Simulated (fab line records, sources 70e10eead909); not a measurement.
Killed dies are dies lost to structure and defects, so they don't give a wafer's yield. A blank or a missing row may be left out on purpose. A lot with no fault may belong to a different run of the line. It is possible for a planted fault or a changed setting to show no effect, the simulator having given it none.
Chamber matching    flow nand_harc    NHARC_A_SGD_CUT_ETCHBACK_24 on rie_diel-03: 4 sister chambers
The step etches the open film in CH3F/O2, target depth 50 nm, time 92.857 s. 8 wafers are shown with their chamber, then 11 later ones without.

## WAFERS PAIRED WITH THEIR CHAMBERS
wafer   chamber  drypump_motor_current_A (A)  rf_vpp_V (V)
L084.1  3        5.4                          244.5
L084.5  1        5.8                          244.1
L086.5  2        5.4                          246.0
L086.6  3        5.5                          245.9
L087.1  2        5.4                          247.7
L087.3  1        5.7                          245.7
L087.4  0        6.1                          244.2
L090.4  0        6.1                          244.5

## WAFERS WITH NO CHAMBER GIVEN
wafer   drypump_motor_current_A (A)  rf_vpp_V (V)
L090.5  6.1                          247.3
L090.6  5.4                          244.0
L092.4  5.8                          244.2
L092.5  6.1                          246.2
L092.6  5.4                          245.5
L091.1  5.5                          244.4
L091.3  5.7                          244.6
L091.4  5.4                          247.2
L096.3  5.7                          245.4
L096.4  5.4                          244.1
L096.6  5.5                          245.8

## THE CHAMBER EACH PASSED THROUGH
wafer   from the rows above      in truth
L090.5  0                        0
L090.6  can't be placed: 3 or 2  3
L092.4  1                        1
L092.5  0                        0
L092.6  can't be placed: 3 or 2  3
L091.1  can't be placed: 3 or 2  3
L091.3  1                        1
L091.4  can't be placed: 2 or 3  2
L096.3  1                        1
L096.4  can't be placed: 3 or 2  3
L096.6  can't be placed: 3 or 2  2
Placed correctly: 5 of 11. These rows do not allow placing 6 (true chamber among the candidates in 6). Wrongly placed: 0.
How it was worked out, from the rows above alone: a wafer's distance from a chamber is the root of the sum, over the readings, of the square of ((its reading less the chamber's mean) divided by the reading's scatter). The wafer belongs to the nearest chamber; if the next one is less than 2 further off, it can't be placed. The mean given for a chamber averages the wafers shown for that chamber. How the scatter is found: for the shown wafers, subtract from each reading the mean of its chamber, square and add these, divide the total by (wafers less chambers), then take the root.
